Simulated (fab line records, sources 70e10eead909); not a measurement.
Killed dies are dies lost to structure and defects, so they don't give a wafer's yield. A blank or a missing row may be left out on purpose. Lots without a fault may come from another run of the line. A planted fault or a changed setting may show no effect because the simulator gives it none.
Chamber matching | flow nand_harc | NHARC_P_GATE_DESCUM_48 on rie_diel-13: 4 sister chambers
The step chemistry O2, time 3 s. 4 wafers are shown with their chamber, then 10 later ones without.

WAFERS WITH THEIR CHAMBER
wafer  | chamber | showerhead_plenum_p_Torr (Torr)
L082.5 | 3       | 1.79
L087.5 | 2       | 1.90
L086.1 | 0       | 1.78
L086.2 | 1       | 1.93

WAFERS WITHOUT THEIR CHAMBER
wafer  | showerhead_plenum_p_Torr (Torr)
L086.5 | 1.78
L089.2 | 1.93
L089.5 | 1.89
L089.6 | 1.79
L092.2 | 1.79
L092.4 | 1.92
L092.6 | 1.79
L097.3 | 1.92
L097.4 | 1.89
L097.6 | 1.92

WHICH CHAMBER EACH WENT THROUGH
wafer  | from the rows above     | in truth
L086.5 | can't be placed: 0 or 3 | 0
L089.2 | 1                       | 1
L089.5 | 2                       | 2
L089.6 | can't be placed: 3 or 0 | 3
L092.2 | can't be placed: 3 or 0 | 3
L092.4 | can't be placed: 1 or 2 | 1
L092.6 | can't be placed: 3 or 0 | 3
L097.3 | can't be placed: 1 or 2 | 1
L097.4 | 2                       | 2
L097.6 | can't be placed: 1 or 2 | 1
Placed correctly: 3 of 10. Can't be placed from these rows: 7 (the true chamber is among the candidates in 7). Placed wrongly: 0.
How it was worked out, from the rows above alone: a wafer's distance from a chamber is the root of the sum, over the readings, of the square of ((its reading less the chamber's mean) divided by the reading's scatter). The wafer belongs to the nearest chamber; if the next one is less than 2 further off, it can't be placed. A chamber's mean is the mean of its shown wafers. The scatter: with one shown wafer a chamber, the root of the mean of the squares of how far each hidden wafer lies from its nearest shown one.
